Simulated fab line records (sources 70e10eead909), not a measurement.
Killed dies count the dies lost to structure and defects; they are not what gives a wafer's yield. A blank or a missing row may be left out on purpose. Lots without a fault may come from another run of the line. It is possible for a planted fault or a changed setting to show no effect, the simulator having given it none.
What tool caused it? / flow nand-harc / 11 lots with 33 wafers sampled at 5 steps, on a route of 1302 steps

WHAT EACH GAUGE READ, for each wafer
NHARC_P_ZERO_WELL_INSPECT_43.
lot=L548; measured=day 2 14:05; on=defect-inspect-01; raw-defect-count=16 14 7
lot=L549; measured=day 2 23:44; on=defect-inspect-02; raw-defect-count=9 14 9
lot=L550; measured=day 3 09:35; on=defect-inspect-01; raw-defect-count=12 15 20
lot=L551; measured=day 3 19:34; on=defect-inspect-02; raw-defect-count=16 10 11
lot=L554; measured=day 5 01:31; on=defect-inspect-01; raw-defect-count=8 11 9
lot=L556; measured=day 5 21:53; on=defect-inspect-02; raw-defect-count=10 38 7
lot=L557; measured=day 6 07:35; on=defect-inspect-02; raw-defect-count=13 23 21
lot=L558; measured=day 6 18:23; on=defect-inspect-02; raw-defect-count=10 12 15
lot=L568; measured=day 10 21:29; on=defect-inspect-01; raw-defect-count=13 12 16
lot=L569; measured=day 11 07:34; on=defect-inspect-01; raw-defect-count=6 6 12
lot=L570; measured=day 11 17:27; on=defect-inspect-01; raw-defect-count=9 4 8

NHARC_P_STI_CD_MEAS_09: target cd 200 nm.
lot=L548; measured=day 3 04:48; on=cd-sem-03; cd-nm (nm)=201.2 202.4 199.0
lot=L549; measured=day 3 14:56; on=cd-sem-03; cd-nm (nm)=201.7 201.9 197.9
lot=L550; measured=day 4 03:07; on=cd-sem-03; cd-nm (nm)=200.1 201.5 203.5
lot=L551; measured=day 4 11:31; on=cd-sem-01; cd-nm (nm)=199.5 204.7 201.1
lot=L554; measured=day 5 16:42; on=cd-sem-03; cd-nm (nm)=202.1 203.3 200.8
lot=L556; measured=day 6 13:22; on=cd-sem-03; cd-nm (nm)=201.5 200.1 203.6
lot=L557; measured=day 7 00:00; on=cd-sem-03; cd-nm (nm)=223.3 224.0 223.3
lot=L558; measured=day 7 11:50; on=cd-sem-03; cd-nm (nm)=203.7 203.5 202.8
lot=L568; measured=day 11 12:40; on=cd-sem-03; cd-nm (nm)=204.8 199.0 201.9
lot=L569; measured=day 11 22:07; on=cd-sem-02; cd-nm (nm)=201.9 200.8 198.5
lot=L570; measured=day 12 09:25; on=cd-sem-03; cd-nm (nm)=199.6 197.7 201.7

NHARC_P_STI_OCD_MEAS_17.
lot=L548; measured=day 3 05:35; on=ocd-01; trench-depth-nm (nm)=308 299 311; trench-foot-cd-nm (nm)=158.8 160.7 155.5
lot=L549; measured=day 3 15:44; on=ocd-01; trench-depth-nm (nm)=308 304 306; trench-foot-cd-nm (nm)=158.5 159.1 154.8
lot=L550; measured=day 4 03:54; on=ocd-01; trench-depth-nm (nm)=304 306 309; trench-foot-cd-nm (nm)=157.5 158.9 159.9
lot=L551; measured=day 4 12:19; on=ocd-01; trench-depth-nm (nm)=303 304 304; trench-foot-cd-nm (nm)=157.1 162.4 158.6
lot=L554; measured=day 5 17:29; on=ocd-02; trench-depth-nm (nm)=304 305 304; trench-foot-cd-nm (nm)=159.5 160.4 158.2
lot=L556; measured=day 6 14:08; on=ocd-02; trench-depth-nm (nm)=300 299 295; trench-foot-cd-nm (nm)=159.4 157.9 161.9
lot=L557; measured=day 7 00:47; on=ocd-02; trench-depth-nm (nm)=305 289 305; trench-foot-cd-nm (nm)=180.6 183.5 180.4
lot=L558; measured=day 7 12:37; on=ocd-02; trench-depth-nm (nm)=293 305 302; trench-foot-cd-nm (nm)=163.0 161.0 160.6
lot=L568; measured=day 11 13:27; on=ocd-01; trench-depth-nm (nm)=291 302 299; trench-foot-cd-nm (nm)=164.3 156.5 160.5
lot=L569; measured=day 11 22:53; on=ocd-02; trench-depth-nm (nm)=303 299 300; trench-foot-cd-nm (nm)=159.3 158.3 156.2
lot=L570; measured=day 12 10:14; on=ocd-01; trench-depth-nm (nm)=300 300 299; trench-foot-cd-nm (nm)=157.2 155.7 159.4

WHAT TOOL EACH LOT RAN ON (gives the tool, then ch and the chambers of the sampled wafers, and finally the start)
lot=L548; NHARC_P_ZERO_WELL_ETCH_65=rie-diel-12 ch 0,3, day 2 07:29; NHARC_P_STI_EXPOSE_06=krf-scanner-04 ch 0, day 3 04:40
lot=L549; NHARC_P_ZERO_WELL_ETCH_65=rie-diel-12 ch 0,1, day 2 17:25; NHARC_P_STI_EXPOSE_06=krf-scanner-01 ch 0, day 3 14:47
lot=L550; NHARC_P_ZERO_WELL_ETCH_65=rie-diel-13 ch 1,2,3, day 3 03:29; NHARC_P_STI_EXPOSE_06=krf-scanner-01 ch 0, day 4 02:58
lot=L551; NHARC_P_ZERO_WELL_ETCH_65=rie-diel-03 ch 1,2, day 3 13:23; NHARC_P_STI_EXPOSE_06=krf-scanner-02 ch 0, day 4 11:22
lot=L554; NHARC_P_ZERO_WELL_ETCH_65=rie-diel-13 ch 0,1,3, day 4 19:22; NHARC_P_STI_EXPOSE_06=krf-scanner-01 ch 0, day 5 16:34
lot=L556; NHARC_P_ZERO_WELL_ETCH_65=rie-diel-12 ch 0,1,2, day 5 15:32; NHARC_P_STI_EXPOSE_06=krf-scanner-04 ch 0, day 6 13:13
lot=L557; NHARC_P_ZERO_WELL_ETCH_65=rie-diel-03 ch 2,3, day 6 01:22; NHARC_P_STI_EXPOSE_06=krf-scanner-04 ch 0, day 6 23:51
lot=L558; NHARC_P_ZERO_WELL_ETCH_65=rie-diel-12 ch 1,3, day 6 12:27; NHARC_P_STI_EXPOSE_06=krf-scanner-02 ch 0, day 7 11:41
lot=L568; NHARC_P_ZERO_WELL_ETCH_65=rie-diel-03 ch 1,2, day 10 15:25; NHARC_P_STI_EXPOSE_06=krf-scanner-04 ch 0, day 11 12:32
lot=L569; NHARC_P_ZERO_WELL_ETCH_65=rie-diel-12 ch 0,1, day 11 01:31; NHARC_P_STI_EXPOSE_06=krf-scanner-04 ch 0, day 11 21:58
lot=L570; NHARC_P_ZERO_WELL_ETCH_65=rie-diel-13 ch 0,1,2, day 11 11:29; NHARC_P_STI_EXPOSE_06=krf-scanner-01 ch 0, day 12 09:17
- NHARC_P_ZERO_WELL_ETCH_65: etches the open film in N2/H2, target depth 80 nm, overetch 24 nm, time 87.88 s.
- NHARC_P_STI_EXPOSE_06: exposes mask P STI, target cd 200 nm.

AS READ BY THE TOOLS THEMSELVES (means over the sampled wafers that have a number; for cases with no such wafer, the mark the record gives instead)
NHARC_P_ZERO_WELL_ETCH_65.
lot=L548; tool=rie-diel-12; drypump-motor-current-A (A)=5.7; oes-product-au (a.u.)=1.005; rf-vpp-V (V)=429.9; showerhead-plenum-p-Torr (Torr)=2.00; throttle-valve-pct (%)=14.162
lot=L549; tool=rie-diel-12; drypump-motor-current-A (A)=5.5; oes-product-au (a.u.)=1.005; rf-vpp-V (V)=428.2; showerhead-plenum-p-Torr (Torr)=1.95; throttle-valve-pct (%)=14.169
lot=L550; tool=rie-diel-13; drypump-motor-current-A (A)=5.8; oes-product-au (a.u.)=1.005; rf-vpp-V (V)=429.4; showerhead-plenum-p-Torr (Torr)=1.99; throttle-valve-pct (%)=14.170
lot=L551; tool=rie-diel-03; drypump-motor-current-A (A)=5.6; oes-product-au (a.u.)=1.007; rf-vpp-V (V)=431.2; showerhead-plenum-p-Torr (Torr)=2.08; throttle-valve-pct (%)=14.176
lot=L554; tool=rie-diel-13; drypump-motor-current-A (A)=5.5; oes-product-au (a.u.)=0.998; rf-vpp-V (V)=428.2; showerhead-plenum-p-Torr (Torr)=1.94; throttle-valve-pct (%)=14.178
lot=L556; tool=rie-diel-12; drypump-motor-current-A (A)=5.7; oes-product-au (a.u.)=0.998; rf-vpp-V (V)=429.1; showerhead-plenum-p-Torr (Torr)=2.01; throttle-valve-pct (%)=14.177
lot=L557; tool=rie-diel-03; drypump-motor-current-A (A)=5.6; oes-product-au (a.u.)=0.993; rf-vpp-V (V)=427.0; showerhead-plenum-p-Torr (Torr)=1.91; throttle-valve-pct (%)=14.169
lot=L558; tool=rie-diel-12; drypump-motor-current-A (A)=5.8; oes-product-au (a.u.)=0.988; rf-vpp-V (V)=430.1; showerhead-plenum-p-Torr (Torr)=2.02; throttle-valve-pct (%)=14.173
lot=L568; tool=rie-diel-03; drypump-motor-current-A (A)=5.6; oes-product-au (a.u.)=1.014; rf-vpp-V (V)=430.3; showerhead-plenum-p-Torr (Torr)=2.06; throttle-valve-pct (%)=14.168
lot=L569; tool=rie-diel-12; drypump-motor-current-A (A)=5.5; oes-product-au (a.u.)=1.009; rf-vpp-V (V)=427.8; showerhead-plenum-p-Torr (Torr)=1.93; throttle-valve-pct (%)=14.175
lot=L570; tool=rie-diel-13; drypump-motor-current-A (A)=5.8; oes-product-au (a.u.)=0.996; rf-vpp-V (V)=427.3; showerhead-plenum-p-Torr (Torr)=1.94; throttle-valve-pct (%)=14.170

THE ANSWER, worked out from the rows above alone
Rule: the usual values come from the lots themselves. Put in order of their means at a reading, lots are off if they are a third of the lots or fewer, leave a main group of 4 or more, and stand apart from it by a gap of 3 or more times the standard deviation of the main group's means; of several such gaps the widest counts. If all means in a main group match to the digits the tables above print for the reading, that group is not used. A lot without any number at a reading at which 4 lots or more have one is off too. All remaining lots with rows at the step are treated as sound. The gauges are gone through in route order, then the tools' own readings, and for those a lot's mean is taken as printed above. The first step at which some lot is off is used, and at that step the reading that is off furthest; a lot without a number counts as furthest.
Off, at NHARC_P_STI_CD_MEAS_09 on cd-nm: L557. Mean 201.4 nm and standard deviation 0.99 in the main group.
A tool fits if, at a process step before that reading, it ran every lot that is off, and no sound lot after the first of them. Not tried: the gauges at NHARC_P_STI_CD_MEAS_09; whatever is off there is also off at NHARC_P_STI_OCD_MEAS_17, on other tools, and gauge error can't account for it. Not one of the candidates tried fits.

WHAT THE SIMULATOR HAD INSERTED
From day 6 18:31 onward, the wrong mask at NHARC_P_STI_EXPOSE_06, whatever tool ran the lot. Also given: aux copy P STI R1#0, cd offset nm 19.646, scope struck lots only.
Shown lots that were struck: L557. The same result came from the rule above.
